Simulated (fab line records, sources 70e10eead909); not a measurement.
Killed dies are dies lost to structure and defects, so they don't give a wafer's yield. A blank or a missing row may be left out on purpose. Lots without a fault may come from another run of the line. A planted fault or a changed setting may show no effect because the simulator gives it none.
Chamber matching | flow nand_harc | NHARC_P_STI_DESCUM_14 on rie_diel-06: 4 sister chambers
The step chemistry O2, time 3 s. 16 wafers are shown with their chamber, then 8 later ones without.

WAFERS WITH THEIR CHAMBER
wafer  | chamber | showerhead_plenum_p_Torr (Torr) | rf_vpp_V (V) | oes_product_au (a.u.)
L078.1 | 0       | 1.81                            | 57.0         | 0.993
L078.4 | 2       | 1.79                            | 56.9         | 0.993
L078.5 | 2       | 1.79                            | 58.1         | 0.994
L084.2 | 3       | 2.01                            | 59.1         | 0.994
L084.4 | 1       | 1.80                            | 57.4         | 1.004
L084.5 | 1       | 1.80                            | 56.3         | 0.993
L085.1 | 3       | 2.01                            | 58.2         | 1.001
L085.3 | 0       | 1.81                            | 57.8         | 0.995
L085.6 | 2       | 1.79                            | 56.0         | 1.003
L087.1 | 0       | 1.81                            | 56.3         | 0.996
L087.2 | 3       | 2.01                            | 59.3         | 1.005
L087.4 | 1       | 1.79                            | 57.8         | 1.009
L091.3 | 2       | 1.79                            | 58.2         | 1.000
L091.4 | 3       | 2.01                            | 59.1         | 0.997
L091.5 | 1       | 1.79                            | 57.9         | 0.995
L094.3 | 1       | 1.79                            | 56.4         | 1.004

SIGNATURES (means of the wafers above)
reading                  | chamber 0 | chamber 1 | chamber 2 | chamber 3 | scatter within a chamber
showerhead_plenum_p_Torr | 1.8100    | 1.7940    | 1.7900    | 2.0100    | 0.00316
rf_vpp_V                 | 57.033    | 57.160    | 57.300    | 58.925    | 0.79
oes_product_au           | 0.99467   | 1.00100   | 0.99750   | 0.99925   | 0.0052
Rule: a wafer's distance from a chamber is the root of the sum, over the readings, of the square of ((its reading less the chamber's mean) divided by the reading's scatter). The wafer belongs to the nearest chamber; if the next one is less than 2 further off, it can't be placed. The scatter: the root of (the sum of the squares of (reading less its chamber's mean) over the shown wafers, divided by (wafers less chambers)).

WAFERS WITHOUT THEIR CHAMBER
wafer  | showerhead_plenum_p_Torr (Torr) | rf_vpp_V (V) | oes_product_au (a.u.)
L094.4 | 2.01                            | 57.1         | 1.001
L094.6 | 1.79                            | 57.5         | 1.004
L095.1 | 1.81                            | 58.2         | 1.002
L095.2 | 1.79                            | 56.7         | 1.001
L095.3 | 2.01                            | 57.6         | 1.002
L095.4 | 1.79                            | 57.6         | 0.989
L095.5 | 1.79                            | 55.8         | 1.001
L095.6 | 2.01                            | 58.8         | 1.007

WHICH CHAMBER EACH WENT THROUGH
wafer  | from the rows above     | in truth
L094.4 | 3                       | 3
L094.6 | can't be placed: 2 or 1 | 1
L095.1 | 0                       | 0
L095.2 | can't be placed: 2 or 1 | 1
L095.3 | 3                       | 3
L095.4 | can't be placed: 2 or 1 | 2
L095.5 | can't be placed: 2 or 1 | 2
L095.6 | 3                       | 3
Placed correctly: 4 of 8. Can't be placed from these rows: 4 (the true chamber is among the candidates in 4). Placed wrongly: 0.
